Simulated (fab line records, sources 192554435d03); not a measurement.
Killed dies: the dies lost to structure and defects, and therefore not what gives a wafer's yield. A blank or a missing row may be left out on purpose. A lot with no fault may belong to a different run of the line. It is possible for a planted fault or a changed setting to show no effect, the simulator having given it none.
fab line records    flow n5_finfet
record lots=12  wafers=36  last_day=19
route steps=1938 shown TV_LITHO@1883 PAD_METAL@1894 PASSIVATION@1911
lots that met no fault: from a run of the same line without faults
start_h: hours from the record's first day to the start of the lot's first wafer shown    wait_h: hours from the lot's prior step to this one    " repeats the value in the row above    L1.1+2: a single row standing in for several wafers    - either no value or no given start    * or withheld: withheld    < > ~ a bound
route shown NAME@n: a module of which the file shows steps, and the number in the route of the first    usual: mean and standard deviation over wafers with no fault    same: alike in all rows    chamber/n: place in a boat    sites: the reading at each site    _std_site: how widely they spread, as a standard deviation    _edge_site: the outer-site mean with the inner-site mean subtracted    radius_mm: for every site, how far away it sits from the centre of the wafer    mask NAME#n: copy n    behind: the most recent tool/chamber to have shaped the wafer    hold: what put the lot on hold/how long, in hours/how the hold closed    device: names the non-switching transistor (n, p or np)    end of line: the tests these same wafers got at the end of their route    a step without rows: its recipe alone    killed: dies that structure and defects cost at the first sort, which is not the same as the wafer's yield    map: per-die view of a wafer (x killed, . not killed, _ where there is no die)
set.NAME: the setting as run; set.NAME@STEP: as run at that earlier step    model.NAME: the simulator's own value behind a step, which no gauge read
the route's steps for a sample of lots (tables are steps, rows are wafers)
services: a tool's chamber out of use, with start hour (start_h, from the record's first day; less than 0 if before it), hours out, and reason
## steps
# step N5_PASSIVATION_CD_MEAS_10
# recipe target_cd_nm=3000  landing_energy_ev=500  detector=se_inlens
# usual cd_nm=3001.2/2.4
lot.wafer  tool       chamber  start_h  wait_h  cd_nm
L295.1     cd_sem-01  0        284.43   -       2996.3
L295.4     "          0        "        "       3002.2
L295.6     "          0        "        "       2999.8
L298.4     cd_sem-02  0        342.67   -       3001.6
L298.5     "          0        "        "       3001.4
L298.6     "          0        "        "       3000.0
L301.2     cd_sem-02  0        364.16   -       2998.5
L301.4     "          0        "        "       3002.1
L301.5     "          0        "        "       3000.5
L300.1     cd_sem-03  0        365.07   -       3002.1
L300.4     "          0        "        "       2995.5
L300.6     "          0        "        "       2998.0
L302.1     cd_sem-02  0        374.35   -       3001.7
L302.2     "          0        "        "       3000.2
L302.6     "          0        "        "       3003.0
L304.2     cd_sem-01  0        389.02   -       3004.2
L304.3     "          0        "        "       3004.8
L304.6     "          0        "        "       3002.1
L305.1     cd_sem-02  0        399.64   -       3003.5
L305.3     "          0        "        "       3004.2
L305.4     "          0        "        "       3006.4
L297.3     cd_sem-02  0        410.71   -       2998.0
L297.4     "          0        "        "       3000.9
L297.6     "          0        "        "       3001.4
L312.2     cd_sem-02  0        436.57   -       3000.7
L312.5     "          0        "        "       3002.8
L312.6     "          0        "        "       3002.4
L309.2     cd_sem-02  0        441.67   -       2993.9
L309.3     "          0        "        "       2999.4
L309.6     "          0        "        "       2996.8
L316.2     cd_sem-01  0        454.72   -       3000.1
L316.5     "          0        "        "       3001.6
L316.6     "          0        "        "       2999.3
L317.2     cd_sem-03  0        455.63   -       3000.3
L317.5     "          0        "        "       3001.1
L317.6     "          0        "        "       2998.1
# step N5_PASSIVATION_PRE_CLEAN_19
# recipe gas=H2/He  time_s=*  temp_c=*
# usual heater_power_w=455/34
lot.wafer  tool            chamber  start_h  wait_h  heater_power_w
L295.1     pvd_sputter-01  -        285.24   0.0     447
L295.4     "               -        "        "       420
L295.6     "               -        "        "       510
L298.4     pvd_sputter-01  -        343.94   0.0     505
L298.5     "               -        "        "       455
L298.6     "               -        "        "       512
L301.2     pvd_sputter-03  -        365.49   0.0     531
L301.4     "               -        "        "       465
L301.5     "               -        "        "       469
L300.1     pvd_sputter-01  -        366.21   0.0     502
L300.4     "               -        "        "       497
L300.6     "               -        "        "       457
L302.1     pvd_sputter-01  -        375.60   0.0     493
L302.2     "               -        "        "       451
L302.6     "               -        "        "       480
L304.2     pvd_sputter-02  -        390.30   0.0     451
L304.3     "               -        "        "       441
L304.6     "               -        "        "       438
L305.1     pvd_sputter-03  -        400.89   0.0     462
L305.3     "               -        "        "       502
L305.4     "               -        "        "       399
L297.3     pvd_sputter-01  -        412.10   0.0     459
L297.4     "               -        "        "       484
L297.6     "               -        "        "       464
L312.2     pvd_sputter-02  -        438.20   0.0     448
L312.5     "               -        "        "       451
L312.6     "               -        "        "       403
L309.2     pvd_sputter-01  -        443.59   0.0     497
L309.3     "               -        "        "       489
L309.6     "               -        "        "       502
L316.2     pvd_sputter-03  -        456.25   0.0     528
L316.5     "               -        "        "       431
L316.6     "               -        "        "       468
L317.2     pvd_sputter-01  -        456.69   0.0     506
L317.5     "               -        "        "       505
L317.6     "               -        "        "       417
# step N5_PASSIVATION_STRIP_34
# recipe chemistry=O2  power_w=600  temp_c=60  pressure_mtorr=30  rf_frequency_hz=6e+07  bias_power_w=0  overash_fraction=2  o2_flow_sccm=225
# usual drypump_motor_current_A=5.9/0.49  oes_product_au=0.80/0.08  rf_vpp_V=3.7/1.4  showerhead_plenum_p_Torr=2.06/0.073  throttle_valve_pct=16.62/0.2
lot.wafer  tool         chamber  start_h  wait_h  drypump_motor_current_A  oes_product_au  rf_hours_counter_h  rf_vpp_V  showerhead_plenum_p_Torr  throttle_valve_pct
L295.1     rie_diel-01  0        286.55   0.1     6.2                      0.74            176                 4.4       2.00                      16.88
L295.4     "            2        "        "       5.4                      0.68            236                 3.5       2.14                      16.77
L295.6     "            2        "        "       5.4                      0.69            -                   3.1       2.14                      16.78
L298.4     rie_diel-05  2        345.37   0.1     5.6                      0.72            240                 4.7       2.16                      16.98
L298.5     "            3        "        "       5.6                      0.85            -                   4.5       2.05                      16.35
L298.6     "            2        "        "       5.7                      0.69            -                   2.6       2.17                      16.97
L301.2     rie_diel-01  3        367.03   0.3     5.1                      0.70            225                 4.6       1.90                      16.63
L301.4     "            2        "        "       5.4                      0.96            11                  6.1       2.13                      16.48
L301.5     "            1        "        "       6.5                      0.81            -                   3.5       2.03                      16.39
L300.1     rie_diel-05  0        367.74   0.1     5.4                      0.80            108                 1.9       2.09                      16.52
L300.4     "            3        "        "       5.5                      0.82            61                  4.3       2.04                      16.37
L300.6     "            3        "        "       5.6                      0.83            -                   5.6       2.04                      16.38
L302.1     rie_diel-01  0        377.03   0.1     6.2                      0.72            212                 2.7       1.99                      16.87
L302.2     "            1        "        "       6.4                      0.78            109                 4.8       2.03                      16.44
L302.6     "            3        "        "       5.1                      0.69            -                   5.1       1.90                      16.64
L304.2     rie_diel-01  2        391.61   0.1     5.4                      0.94            22                  1.9       2.13                      16.49
L304.3     "            1        "        "       6.5                      0.78            116                 3.2       2.03                      16.42
L304.6     "            0        "        "       6.2                      0.70            -                   1.9       1.99                      16.93
L305.1     rie_diel-01  0        402.38   0.1     6.2                      0.72            223                 3.7       1.99                      16.91
L305.3     "            3        "        "       5.2                      0.70            239                 1.0       1.90                      16.72
L305.4     "            1        "        "       6.4                      0.78            119                 2.0       2.03                      16.43
L297.3     rie_diel-01  2        413.72   0.1     5.4                      0.91            31                  1.4       2.13                      16.46
L297.4     "            1        "        "       6.4                      0.77            124                 2.4       2.03                      16.42
L297.6     "            1        "        "       6.5                      0.76            -                   3.6       2.03                      16.50
L312.2     rie_diel-01  2        439.50   0.1     5.4                      0.90            40                  3.6       2.13                      16.50
L312.5     "            2        "        "       5.4                      0.89            -                   5.8       2.12                      16.50
L312.6     "            1        "        "       6.4                      0.76            -                   3.6       2.02                      16.45
L309.2     rie_diel-03  2        444.89   0.1     6.7                      0.78            138                 4.6       2.10                      16.87
L309.3     "            3        "        "       5.6                      0.86            59                  5.5       2.13                      16.91
L309.6     "            0        "        "       6.0                      0.76            -                   4.1       2.00                      16.73
L316.2     rie_diel-03  1        457.73   0.1     6.4                      0.75            123                 4.5       2.11                      16.60
L316.5     "            1        "        "       6.5                      0.77            -                   3.8       2.11                      16.58
L316.6     "            2        "        "       6.7                      0.74            -                   5.0       2.10                      16.94
L317.2     rie_diel-01  3        458.29   0.1     5.1                      1.01            4                   4.2       2.23                      16.33
L317.5     "            3        "        "       5.2                      1.02            -                   2.8       2.24                      16.27
L317.6     "            2        "        "       5.4                      0.88            -                   2.3       2.12                      16.50
# step N5_PASSIVATION_STRIP_51
# recipe chemistry=post_etch_residue_remover  time_s=1200  temp_c=72.5
lot.wafer   tool          chamber  start_h  wait_h
L295.1+4+6  wet_bench-03  7,4,0    286.61   -
L298.4+5+6  wet_bench-03  0,6,7    345.44   -
L301.2+4+5  wet_bench-01  7,2,3    367.09   -
L300.1+4+6  wet_bench-03  2,3,6    367.84   -
L302.1+2+6  wet_bench-01  0,6,4    377.10   -
L304.2+3+6  wet_bench-01  7,0,1    391.68   -
L305.1+3+4  wet_bench-01  4,5,1    402.44   -
L297.3+4+6  wet_bench-05  1,4,3    413.79   -
L312.2+5+6  wet_bench-05  6,3,2    439.57   -
L309.2+3+6  wet_bench-01  2,7,3    444.96   -
L316.2+5+6  wet_bench-03  2,3,5    457.79   -
L317.2+5+6  wet_bench-05  4,1,2    458.35   -
# step N5_PASSIVATION_PROBE_49
# usual defect_limited_yield=90.9/1.4  killed_at_M0_to_M3=38/11  killed_at_M4_up=13/5.9  killed_at_contacts=14/6.4  killed_at_front_end=38/11  killed_at_other=3.3/2.5  killed_dies=107/16  killed_open=70/12  killed_short=35/7.7  sort_bin_5_function=5.3/0.94  sort_bin_6_memory=3.5/0.7  sort_n_pass=1073/16  sort_yield_pct=90.9/1.4
# same gross_dies=1180  killed_at_back_side=0  sort_bin_4_leakage[%]=0  sort_bin_8_speed[%]=0
lot.wafer  tool       chamber  start_h  wait_h  defect_limited_yield[%]  killed_at_M0_to_M3  killed_at_M4_up  killed_at_contacts  killed_at_front_end  killed_at_other  killed_dies  killed_open  killed_short  sort_bin_5_function[%]  sort_bin_6_memory[%]  sort_n_pass  sort_yield_pct[%]
L305.1     prober-02  -        406.66   0.0     90.8                     37                  11               9                   42                   10               109          57           49            5.0                     3.4                   1071         90.8
L305.3     prober-02  -        406.76   0.1     91.8                     39                  8                8                   40                   2                97           65           31            5.0                     3.1                   1083         91.8
L305.4     prober-02  -        406.81   0.2     90.7                     41                  9                12                  46                   2                110          69           39            5.3                     3.6                   1070         90.7
L309.2     prober-02  -        449.86   0.1     91.0                     54                  12               12                  26                   2                106          74           31            4.5                     4.2                   1074         91.0
L309.3     prober-02  -        449.91   0.1     89.9                     58                  8                13                  39                   1                119          87           32            6.0                     3.8                   1061         89.9
L309.6     prober-02  -        450.06   0.3     82.6                     39                  8                23                  40                   95               205          63           48            11.7                    4.4                   975          82.6
# killed by level:class
L305.1 FIN_SAQP:geometric_particle:short=9 FIN_SAQP:geometric_particle:open=7 MOL_CONTACT_COAG:geometric_particle:open=7 MIM_TOP_ETCH:geometric_particle:short=6 DUMMY_GATE:geometric_particle:open=5 GATE_CUT:geometric_particle:short=5 BEOL_M0_SAQP:geometric_particle:open=5 BEOL_M0_SAQP:geometric_particle:short=5
L305.3 BEOL_M0_SAQP:geometric_particle:open=9 BEOL_M1:geometric_particle:open=9 FIN_SAQP:geometric_particle:open=8 DUMMY_GATE:geometric_particle:open=7 BEOL_M0_SAQP:geometric_particle:short=7 MOL_CONTACT_COAG:geometric_particle:open=6 BEOL_M3:geometric_particle:open=6 STARTING-WAFER:geometric_particle:short=5
L305.4 STI_FIN_REVEAL:geometric_particle:open=16 BEOL_M3:geometric_particle:open=14 MOL_CONTACT_COAG:geometric_particle:open=8 FIN_SAQP:geometric_particle:short=7 FIN_SAQP:geometric_particle:open=5 GATE_CUT:geometric_particle:short=5 BEOL_M0:geometric_particle:open=5 BEOL_M3:geometric_particle:short=5
L309.2 BEOL_M2:geometric_particle:open=15 MOL_CONTACT_COAG:geometric_particle:open=9 BEOL_M0_SAQP:geometric_particle:open=8 BEOL_M0_SAQP:geometric_particle:short=7 BEOL_M2:geometric_particle:short=6 BEOL_M3:geometric_particle:open=6 STI_FIN_REVEAL:geometric_particle:open=5 BEOL_M1:geometric_particle:open=5
L309.3 BEOL_M2:geometric_particle:open=25 MOL_CONTACT_COAG:geometric_particle:open=11 BEOL_M0_SAQP:geometric_particle:open=9 BEOL_M2:geometric_particle:short=8 BEOL_M3:geometric_particle:open=7 FIN_SAQP:geometric_particle:open=6 DUMMY_GATE:geometric_particle:open=6 DUMMY_GATE:geometric_particle:short=5
L309.6 PASSIVATION:unspecified=94 MOL_CONTACT_COAG:geometric_particle:open=14 FIN_SAQP:geometric_particle:short=11 BEOL_M0_SAQP:geometric_particle:short=11 MOL_CONTACT_COAG:geometric_particle:short=9 BEOL_M2:geometric_particle:open=8 FIN_SAQP:geometric_particle:open=6 STI_FIN_REVEAL:geometric_particle:open=5
## services
tool            chamber  start_h  hours  kind
wet_bench-03    -        279.03   1.9    pm
rie_diel-03     -        322.81   14.6   pm
rie_diel-01     2        329.64   -      clean
rie_diel-01     2        329.64   -      consumable_replace:focus_ring
rie_diel-01     2        329.64   14.3   scheduled_down
rie_diel-01     2        329.64   14.3   vent_cycle
rie_diel-01     1        341.15   22.0   repair
rie_diel-05     2        349.12   1.4    repair
rie_diel-05     2        372.64   -      clean
rie_diel-05     2        372.64   -      consumable_replace:focus_ring
rie_diel-05     2        372.64   15.4   scheduled_down
rie_diel-05     2        372.64   15.4   vent_cycle
rie_diel-05     3        395.52   5.8    repair
rie_diel-01     2        422.68   5.6    repair
rie_diel-01     3        428.27   -      clean
rie_diel-01     3        428.27   -      consumable_replace:focus_ring
rie_diel-01     3        428.27   -      consumable_replace:showerhead
rie_diel-01     3        428.27   18.9   scheduled_down
rie_diel-01     3        428.27   18.9   vent_cycle
pvd_sputter-01  -        430.44   0.9    repair
wet_bench-03    -        440.19   9.3    repair
## key
first_sign step=N5_PASSIVATION_PROBE_49  reading=killed_at_other  direction=up  sigmas=36  usual=3.3  struck=95
effect step=N5_PASSIVATION_PROBE_49  reading=killed_dies  direction=up  sigmas=6  usual=107  struck=205
more_kills_born_at N5_PASSIVATION_STRIP_51@wet_bench-01=94
met_at N5_PASSIVATION_STRIP_51
struck_lots L309
struck_wafers L309.6
not_acting_at N5_PASSIVATION_CD_MEAS_10,N5_PASSIVATION_PRE_CLEAN_19,N5_PASSIVATION_STRIP_34
onset_between 367.09 444.96
fault kind=chamber_particle_source  tool=wet_bench-01  chamber=3  onset_h=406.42  steps=N5_PASSIVATION_STRIP_51  rate_per_visit_cm2=0.39611  end_h=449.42
